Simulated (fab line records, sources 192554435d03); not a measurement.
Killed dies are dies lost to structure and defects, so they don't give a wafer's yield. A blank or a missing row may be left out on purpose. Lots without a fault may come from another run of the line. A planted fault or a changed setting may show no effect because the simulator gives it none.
A struck lot beside a sound one | flow n5_finfet | 15 steps out of a route of 1938
Sound: wafers L634.2, L634.5, L634.6. Struck: wafers L647.2, L647.3. (L647.4 of the same lot was not struck and is left out.) The cause comes at the end.
At each step with rows: each side's tool, then ch and its chambers, then its first start. Under that, the readings that differ: sound wafers | struck wafers | difference of the means | sigmas: that difference in standard deviations of wafers without a fault.
alike: readings whose means differ by less than 2 such deviations, and words and numbers that are the same on both sides. not compared: withheld readings, readings that some wafer has no value for, bounds like >300 that may hide the same value, and numbers for which the record gives no deviation and whose values overlap.
The two part at a step that has a row with sigmas, a row that says differs or no value, or rows on one side only. Numbers that don't overlap but have no deviation are shown without sigmas and don't part them. A reading that every wafer of one side lacks parts them only if that side has two wafers or more.

first, 8 steps without rows for these wafers: N5_BEOL_M7_COAT_64 (time 60 s, resist thk 12 nm); N5_BEOL_M7_COAT_71 (time 60 s, resist thk 5 nm); N5_BEOL_M7_COAT_22 (resist thk 30 nm); N5_BEOL_M7_EBR_24; N5_BEOL_M7_SOFTBAKE_23 (time 60 s); N5_BEOL_M7_EXPOSE_25 (exposes mask V6, target cd 40 nm); N5_BEOL_M7_PEB_26 (peb time 60 s); N5_BEOL_M7_DEVELOP_27 (develop time 30 s).
N5_BEOL_M7_CD_MEAS_28: target cd 40 nm.
  sound on cd_sem-03 ch 0, day 9 05:04; struck on cd_sem-03 ch 0, day 12 13:58
  alike: cd_nm
N5_BEOL_M7_OVL_MEAS_29:
  sound on overlay-01 ch 0, day 9 05:06; struck on overlay-01 ch 0, day 12 14:00
  alike: V6_OVL
N5_BEOL_M7_INSPECT_30: inspects for defects (brightfield).
  sound on defect_inspect-02, day 9 05:09; struck on defect_inspect-02, day 12 14:04
  reading          | sound       | struck  | difference | sigmas
  raw_defect_count | 492 659 427 | 327 257 | -234       | -2
N5_BEOL_M7_DESCUM_33: chemistry O2, time 7 s.
  sound on rie_diel-05 ch 1,2,3, day 9 05:11; struck on rie_diel-06 ch 0,2, day 12 14:05
  alike: chamber_pressure_mTorr, drypump_motor_current_A, oes_product_au, rf_vpp_V, showerhead_plenum_p_Torr, throttle_valve_pct
  not compared: rf_hours_counter_h
N5_BEOL_M7_ETCH_72: etches underlayer in N2/H2, target depth 6.5 nm, time 5.2 s.
  sound on rie_diel-05 ch 1,2,3, day 9 05:13; struck on rie_diel-06 ch 0,2, day 12 14:07
  reading               | sound          | struck    | difference | sigmas
  etch_rf_on_time_s (s) | 5.16 5.26 5.29 | 6.59 6.32 | +1.22      | +14
  alike: chamber_pressure_mTorr, drypump_motor_current_A, oes_product_au, rf_vpp_V, showerhead_plenum_p_Torr, throttle_valve_pct
  not compared: rf_hours_counter_h
N5_BEOL_M7_ETCH_65: etches SiARC in CF4, target depth 15.6 nm, time 26 s.
  sound on rie_diel-05 ch 1,2,3, day 9 05:14; struck on rie_diel-06 ch 0,2, day 12 14:08
  alike: cf4_flow_sccm, chamber_pressure_mTorr, drypump_motor_current_A, etch_rf_on_time_s, oes_product_au, rf_vpp_V, showerhead_plenum_p_Torr, throttle_valve_pct
  not compared: rf_hours_counter_h
N5_PASSIVATION_PROBE_49:
  the record has rows for the sound wafers here (prober-01, day 12 05:59) and none for the struck ones

WHERE THEY PART
First at N5_BEOL_M7_INSPECT_30; last, within this record, at N5_PASSIVATION_PROBE_49.

WHY: what the simulator had put in
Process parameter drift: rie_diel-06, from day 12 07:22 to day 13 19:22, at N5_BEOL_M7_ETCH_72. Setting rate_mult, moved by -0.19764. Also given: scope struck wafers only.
